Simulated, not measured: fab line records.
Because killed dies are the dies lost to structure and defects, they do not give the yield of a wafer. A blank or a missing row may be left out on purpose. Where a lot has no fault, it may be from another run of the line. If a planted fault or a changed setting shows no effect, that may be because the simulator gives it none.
Chamber matching | flow nand harc | NHARC_A_CHANNEL_HOLE_D2_ETCH_38 on rie diel-09 has 4 sister chambers
The step etches the open film in CF4, target depth 39 nm, time 65 s. 16 wafers are shown with their chamber, then 8 later ones without.

## WAFERS PAIRED WITH THEIR CHAMBERS
wafer  | chamber | run length s (s) | oes product au (a.u.) | rf vpp V (V)
L386.2 | 1       | 85.5             | 1.018                 | 151.7
L386.4 | 3       | 86.0             | 0.999                 | 151.2
L386.6 | 3       | 86.1             | 1.002                 | 150.1
L387.1 | 3       | 86.0             | 1.002                 | 150.7
L387.3 | 1       | 85.7             | 0.993                 | 151.9
L387.4 | 2       | 85.8             | 0.996                 | 150.1
L389.1 | 0       | 86.7             | 0.999                 | 150.9
L389.4 | 3       | 86.2             | 0.999                 | 150.4
L389.6 | 3       | 86.1             | 0.991                 | 152.2
L391.1 | 0       | 87.1             | 1.004                 | 149.2
L391.4 | 3       | 85.8             | 1.006                 | 151.9
L391.6 | 1       | 85.4             | 1.016                 | 150.1
L393.1 | 0       | 86.6             | 1.004                 | 150.7
L393.4 | 3       | 86.1             | 0.997                 | 150.6
L393.5 | 1       | 85.8             | 1.002                 | 150.6
L394.1 | 1       | 85.6             | 1.011                 | 151.5

SIGNATURES (means of the wafers above)
reading        | chamber 0 | chamber 1 | chamber 2 | chamber 3 | scatter within a chamber
run length s   | 86.800    | 85.600    | 85.800    | 86.043    | 0.168
oes product au | 1.00233   | 1.00800   | 0.99600   | 0.99943   | 0.00698
rf vpp V       | 150.267   | 151.160   | 150.100   | 151.014   | 0.808
Rule: a wafer lies at a distance from a chamber equal to the root of the sum of squares, over the readings, of (its reading less the chamber's mean, divided by the reading's scatter). The wafer belongs to the nearest chamber; if the next one is less than 2 further off, it can't be placed. How the scatter is found: for the shown wafers, subtract from each reading the mean of its chamber, square and add these, divide the total by (wafers less chambers), then take the root.

## WAFERS WITHOUT THEIR CHAMBER
wafer  | run length s (s) | oes product au (a.u.) | rf vpp V (V)
L394.2 | 85.9             | 0.992                 | 150.6
L394.5 | 86.7             | 1.001                 | 151.5
L407.2 | 85.8             | 1.007                 | 150.8
L407.4 | 86.3             | 1.000                 | 150.9
L407.6 | 86.7             | 1.011                 | 151.6
L408.4 | 86.0             | 0.992                 | 150.2
L408.5 | 87.1             | 1.007                 | 148.6
L408.6 | 85.5             | 1.014                 | 153.6

## WHICH CHAMBER EACH WENT THROUGH
wafer  | from the rows above          | in truth
L394.2 | can't be placed: 2 or 3 or 1 | 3
L394.5 | 0                            | 0
L407.2 | can't be placed: 1 or 2 or 3 | 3
L407.4 | can't be placed: 3 or 0 or 2 | 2
L407.6 | 0                            | 0
L408.4 | can't be placed: 2 or 3      | 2
L408.5 | 0                            | 0
L408.6 | can't be placed: 1 or 3      | 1
3 of 8 placed correctly. From these rows, 5 cannot be placed; in 5 the true chamber is one of the candidates. 0 placed wrongly.
